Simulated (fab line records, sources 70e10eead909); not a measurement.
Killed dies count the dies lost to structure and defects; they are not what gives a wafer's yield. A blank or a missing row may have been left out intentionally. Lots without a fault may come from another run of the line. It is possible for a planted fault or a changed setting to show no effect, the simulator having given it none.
Which tool is to blame? -- flow nandHarc -- 72 wafers from 24 lots sampled at 4 of the route's 1302 steps

== WHAT THE GAUGES SHOWED, per wafer ==
NHARC_A_ONON_D1_INSPECT_32. Usual: rawDefectCount at 73, with a standard deviation of 28.
lot,measured,on,rawDefectCount,flag
L074,day 8 02:26,defectInspect-02,67 67 70,
L075,day 8 20:41,defectInspect-01,59 49 57,
L076,day 9 01:02,defectInspect-01,64 127 49,
L077,day 9 17:19,defectInspect-01,78 126 111,
L078,day 10 01:43,defectInspect-02,55 43 85,
L079,day 10 05:27,defectInspect-02,56 102 86,
L080,day 10 15:31,defectInspect-02,46 37 86,
L081,day 11 06:31,defectInspect-02,69 107 103,
L082,day 11 19:20,defectInspect-02,55 52 45,
L084,day 12 09:02,defectInspect-02,52 66 70,
L083,day 12 09:11,defectInspect-02,109 71 97,
L085,day 12 20:52,defectInspect-02,65 60 101,
L086,day 13 04:02,defectInspect-01,110 50 81,
L087,day 13 17:06,defectInspect-02,53 36 58,
L088,day 14 09:20,defectInspect-02,59 76 44,
L089,day 14 09:20,defectInspect-01,79 106 63,
L090,day 15 01:47,defectInspect-02,55 55 96,
L091,day 15 07:26,defectInspect-01,74 60 58,
L092,day 15 23:55,defectInspect-02,79 46 58,
L093,day 16 06:40,defectInspect-02,62 56 61,
L094,day 16 06:46,defectInspect-01,99 68 124,
L095,day 17 06:41,defectInspect-02,90 172 123,
L096,day 17 06:43,defectInspect-01,35 66 51,
L097,day 17 19:41,defectInspect-02,79 91 50,

NHARC_A_CHANNEL_HOLE_D1_INSPECT_40. Usual: rawDefectCount at 79, with a standard deviation of 29.
lot,measured,on,rawDefectCount,flag
L074,day 8 14:20,defectInspect-02,92 105 88,
L075,day 9 08:07,defectInspect-02,117 94 83,
L076,day 9 15:22,defectInspect-02,29 41 46,
L077,day 10 03:23,defectInspect-02,113 107 113,
L078,day 10 11:24,defectInspect-02,140 96 107,
L079,day 10 19:28,defectInspect-02,134 134 107,
L080,day 11 01:47,defectInspect-01,37 16 39,
L081,day 11 18:23,defectInspect-02,125 117 108,
L082,day 12 09:10,defectInspect-01,95 101 80,
L084,day 12 19:11,defectInspect-02,45 70 64,
L083,day 12 19:39,defectInspect-01,121 99 111,
L085,day 13 07:55,defectInspect-01,66 40 38,
L086,day 13 16:16,defectInspect-02,134 85 98,
L087,day 14 07:23,defectInspect-02,59 52 43,
L088,day 14 20:02,defectInspect-01,88 85 90,
L089,day 14 18:56,defectInspect-02,57 53 41,
L090,day 15 17:44,defectInspect-02,91 87 97,
L091,day 15 21:54,defectInspect-02,84 110 99,
L092,day 16 11:19,defectInspect-02,64 57 49,
L093,day 16 19:29,defectInspect-02,68 71 46,
L094,day 16 18:25,defectInspect-02,108 110 103,
L095,day 17 19:53,defectInspect-01,31 24 45,
L096,day 17 21:02,defectInspect-02,64 55 67,
L097,day 18 08:46,defectInspect-02,63 54 43,

== EACH LOT AND THE TOOL THAT RAN IT (in order: tool; ch and the chambers of the sampled wafers; start) ==
lot,NHARC_A_CHANNEL_HOLE_D1_ETCH_22,NHARC_A_CHANNEL_HOLE_D1_ETCH_25
L074,"harEtch-02 ch 0,1, day 8 09:09","harEtch-02 ch 0,1, day 8 11:17"
L075,"harEtch-02 ch 0,1, day 9 03:28","harEtch-02 ch 0,1, day 9 05:35"
L076,"harEtch-01 ch 0,1, day 9 10:50","harEtch-01 ch 0,1, day 9 13:00"
L077,"harEtch-02 ch 0,1, day 9 22:34","harEtch-02 ch 0,1, day 10 00:35"
L078,"harEtch-02 ch 0,1, day 10 06:34","harEtch-02 ch 0,1, day 10 08:37"
L079,"harEtch-02 ch 0, day 10 14:35","harEtch-02 ch 0, day 10 16:36"
L080,"harEtch-01 ch 0,1, day 10 21:02","harEtch-01 ch 0,1, day 10 23:07"
L081,"harEtch-02 ch 0,1, day 11 13:23","harEtch-02 ch 0,1, day 11 15:25"
L082,"harEtch-02 ch 1, day 12 04:05","harEtch-02 ch 1, day 12 06:07"
L084,"harEtch-01 ch 0,1, day 12 14:22","harEtch-01 ch 0,1, day 12 16:23"
L083,"harEtch-02 ch 0,1, day 12 14:54","harEtch-02 ch 0,1, day 12 16:59"
L085,"harEtch-01 ch 0, day 13 03:04","harEtch-01 ch 0, day 13 05:06"
L086,"harEtch-02 ch 0,1, day 13 11:34","harEtch-02 ch 0,1, day 13 13:41"
L087,"harEtch-01 ch 1, day 14 02:32","harEtch-01 ch 1, day 14 04:35"
L088,"harEtch-02 ch 0,1, day 14 15:16","harEtch-02 ch 0,1, day 14 17:22"
L089,"harEtch-01 ch 0,1, day 14 14:07","harEtch-01 ch 0,1, day 14 16:08"
L090,"harEtch-02 ch 0, day 15 09:38","harEtch-02 ch 0, day 15 13:41"
L091,"harEtch-02 ch 0,1, day 15 17:10","harEtch-02 ch 0,1, day 15 19:14"
L092,"harEtch-01 ch 0,1, day 16 06:46","harEtch-01 ch 0,1, day 16 08:56"
L093,"harEtch-01 ch 0,1, day 16 14:38","harEtch-01 ch 0,1, day 16 16:47"
L094,"harEtch-02 ch 0,1, day 16 13:26","harEtch-02 ch 0,1, day 16 15:30"
L095,"harEtch-02 ch 0,1, day 17 15:03","harEtch-02 ch 0,1, day 17 17:05"
L096,"harEtch-01 ch 0,1, day 17 16:12","harEtch-01 ch 0,1, day 17 18:14"
L097,"harEtch-02 ch 0,1, day 18 03:55","harEtch-02 ch 0,1, day 18 05:58"
- NHARC_A_CHANNEL_HOLE_D1_ETCH_22: etches the open film in C4F8/O2/Ar, time 666.7 s, target depth 1600 nm.
- NHARC_A_CHANNEL_HOLE_D1_ETCH_25: etches the open film in C4F8/O2/Ar, time 1040.2 s, target depth 1500 nm.

== WHAT THE TOOLS THEMSELVES READ (means of the sampled wafers that have a number; where no wafer has one, the mark that the record gives instead) ==
NHARC_A_CHANNEL_HOLE_D1_ETCH_22. Usual: c4f8FlowSccm 89.28 sccm, standard deviation 0.25; drypumpMotorCurrentA 5.8 A, standard deviation 0.55; showerheadPlenumPTorr 3.62 Torr, standard deviation 0.12; throttleValvePct 32.156 %, standard deviation 0.0089.
lot,tool,c4f8FlowSccm (sccm),drypumpMotorCurrentA (A),showerheadPlenumPTorr (Torr),throttleValvePct (%),flag
L074,harEtch-02,89.35,6.3,3.63,32.152,
L075,harEtch-02,89.25,6.1,3.58,32.160,
L076,harEtch-01,89.10,5.1,3.67,32.147,
L077,harEtch-02,89.14,6.3,3.62,32.158,
L078,harEtch-02,89.23,6.1,3.57,32.171,
L079,harEtch-02,89.17,6.4,3.65,32.160,
L080,harEtch-01,89.16,5.1,3.66,32.149,
L081,harEtch-02,89.25,6.2,3.56,32.151,
L082,harEtch-02,89.06,6.0,3.51,32.159,
L084,harEtch-01,89.41,5.1,3.65,32.170,
L083,harEtch-02,89.29,6.3,3.60,32.150,
L085,harEtch-01,89.23,5.1,3.53,32.149,
L086,harEtch-02,89.47,6.3,3.59,32.153,
L087,harEtch-01,89.59,5.1,3.69,32.166,
L088,harEtch-02,89.09,6.3,3.58,32.148,
L089,harEtch-01,89.12,5.2,3.63,32.155,
L090,harEtch-02,89.53,6.4,3.62,32.157,
L091,harEtch-02,89.19,6.3,3.57,32.159,
L092,harEtch-01,89.54,5.1,3.57,32.160,
L093,harEtch-01,89.15,5.1,3.61,32.149,
L094,harEtch-02,89.54,6.3,3.57,32.157,
L095,harEtch-02,89.34,6.1,3.93,32.161,
L096,harEtch-01,89.29,5.1,3.61,32.160,
L097,harEtch-02,89.07,6.2,3.92,32.167,

NHARC_A_CHANNEL_HOLE_D1_ETCH_25. Usual: c4f8FlowSccm 93.81 sccm, standard deviation 0.26; drypumpMotorCurrentA 5.8 A, standard deviation 0.55; showerheadPlenumPTorr 3.62 Torr, standard deviation 0.12; throttleValvePct 32.237 %, standard deviation 0.01.
lot,tool,c4f8FlowSccm (sccm),drypumpMotorCurrentA (A),showerheadPlenumPTorr (Torr),throttleValvePct (%),flag
L074,harEtch-02,94.16,6.3,3.62,32.225,
L075,harEtch-02,93.57,6.1,3.57,32.220,
L076,harEtch-01,93.99,5.1,3.66,32.247,
L077,harEtch-02,93.75,6.3,3.61,32.233,
L078,harEtch-02,93.76,6.1,3.56,32.235,
L079,harEtch-02,93.95,6.4,3.65,32.246,
L080,harEtch-01,93.77,5.2,3.65,32.236,
L081,harEtch-02,93.44,6.1,3.55,32.232,
L082,harEtch-02,93.89,6.0,3.51,32.244,
L084,harEtch-01,93.78,5.1,3.64,32.237,
L083,harEtch-02,93.34,6.3,3.59,32.241,
L085,harEtch-01,93.56,5.1,3.53,32.234,
L086,harEtch-02,93.97,6.3,3.59,32.238,
L087,harEtch-01,93.76,5.1,3.69,32.239,
L088,harEtch-02,93.86,6.3,3.58,32.234,
L089,harEtch-01,93.62,5.1,3.63,32.251,
L090,harEtch-02,93.77,6.4,3.61,32.225,
L091,harEtch-02,93.64,6.3,3.57,32.234,
L092,harEtch-01,93.76,5.1,3.56,32.233,
L093,harEtch-01,93.90,5.1,3.61,32.239,
L094,harEtch-02,94.04,6.3,3.56,32.235,
L095,harEtch-02,94.02,6.1,3.92,32.239,
L096,harEtch-01,93.97,5.1,3.60,32.229,
L097,harEtch-02,93.83,6.2,3.92,32.234,

== THE ANSWER, worked out from the rows above alone ==
Rule: lot off if the mean of its wafers having a number is beyond 3 standard deviations from the usual mean. A lot without any number at a reading at which 4 lots or more have one is off too. Any other lot the step has rows for is counted as sound. Order of review: gauges by route order, followed by the tools' own readings, for which a lot's mean as printed above is used. The first step at which some lot is off is used, and at that step the reading that is off furthest; a lot without a number counts as furthest.
No lot is off at any reading shown: from this, nothing can be told.

== WHAT THE SIMULATOR HAD INSERTED ==
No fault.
